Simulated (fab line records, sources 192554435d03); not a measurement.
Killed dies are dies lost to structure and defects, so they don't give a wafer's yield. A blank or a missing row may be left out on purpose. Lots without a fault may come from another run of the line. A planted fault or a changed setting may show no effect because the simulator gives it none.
Chamber matching | flow n5_finfet | N5_BEOL_M14_DEP_53 on pecvd-03: 3 sister chambers
The step deposits SiCN from 3MS/NH3, target thk 50 nm, time 17.8 s. 27 wafers are shown with their chamber, then 12 later ones without.

WAFERS WITH THEIR CHAMBER
wafer  | chamber | throttle_valve_pct (%) | showerhead_plenum_p_Torr (Torr)
L075.1 | 2       | 17.7                   | 4.137
L075.3 | 0       | 18.5                   | 4.127
L075.4 | 1       | 20.2                   | 4.151
L079.2 | 1       | 20.0                   | 4.144
L079.3 | 0       | 18.8                   | 4.121
L079.6 | 1       | 20.2                   | 4.149
L081.4 | 1       | 20.2                   | 4.160
L081.5 | 2       | 17.8                   | 4.139
L081.6 | 0       | 18.7                   | 4.142
L082.1 | 1       | 20.2                   | 4.138
L082.5 | 1       | 20.2                   | 4.156
L082.6 | 2       | 17.9                   | 4.128
L084.1 | 2       | 18.0                   | 4.132
L084.2 | 1       | 20.1                   | 4.155
L084.3 | 0       | 18.7                   | 4.141
L084.4 | 0       | 18.7                   | 4.132
L084.5 | 2       | 17.8                   | 4.137
L084.6 | 1       | 20.0                   | 4.140
L087.2 | 1       | 20.0                   | 4.150
L087.5 | 1       | 20.2                   | 4.152
L087.6 | 2       | 17.9                   | 4.130
L088.1 | 1       | 20.4                   | 4.144
L088.3 | 0       | 18.6                   | 4.142
L088.5 | 0       | 18.7                   | 4.131
L090.1 | 1       | 20.5                   | 4.154
L090.5 | 0       | 18.6                   | 4.136
L090.6 | 1       | 20.1                   | 4.152

SIGNATURES (means of the wafers above)
reading                  | chamber 0 | chamber 1 | chamber 2 | scatter within a chamber
throttle_valve_pct       | 18.663    | 20.177    | 17.850    | 0.125
showerhead_plenum_p_Torr | 4.13400   | 4.14962   | 4.13383   | 0.00649
Rule: a wafer's distance from a chamber is the root of the sum, over the readings, of the square of ((its reading less the chamber's mean) divided by the reading's scatter). The wafer belongs to the nearest chamber; if the next one is less than 2 further off, it can't be placed. The scatter: the root of (the sum of the squares of (reading less its chamber's mean) over the shown wafers, divided by (wafers less chambers)).

WAFERS WITHOUT THEIR CHAMBER
wafer  | throttle_valve_pct (%) | showerhead_plenum_p_Torr (Torr)
L089.1 | 18.3                   | 4.139
L089.2 | 18.0                   | 4.132
L089.6 | 18.6                   | 4.127
L091.1 | 18.7                   | 4.132
L091.5 | 18.2                   | 4.118
L091.6 | 19.0                   | 4.127
L094.2 | 18.4                   | 4.125
L094.4 | 20.3                   | 4.149
L094.6 | 18.9                   | 4.144
L096.1 | 18.1                   | 4.123
L096.5 | 18.9                   | 4.123
L096.6 | 18.2                   | 4.134

WHICH CHAMBER EACH WENT THROUGH
wafer  | from the rows above     | in truth
L089.1 | can't be placed: 0 or 2 | 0
L089.2 | 2                       | 2
L089.6 | 0                       | 0
L091.1 | 0                       | 0
L091.5 | can't be placed: 2 or 0 | 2
L091.6 | 0                       | 0
L094.2 | 0                       | 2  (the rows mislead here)
L094.4 | 1                       | 1
L094.6 | 0                       | 0
L096.1 | 2                       | 2
L096.5 | 0                       | 0
L096.6 | can't be placed: 2 or 0 | 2
Placed correctly: 8 of 12. Can't be placed from these rows: 3 (the true chamber is among the candidates in 3). Placed wrongly: 1.
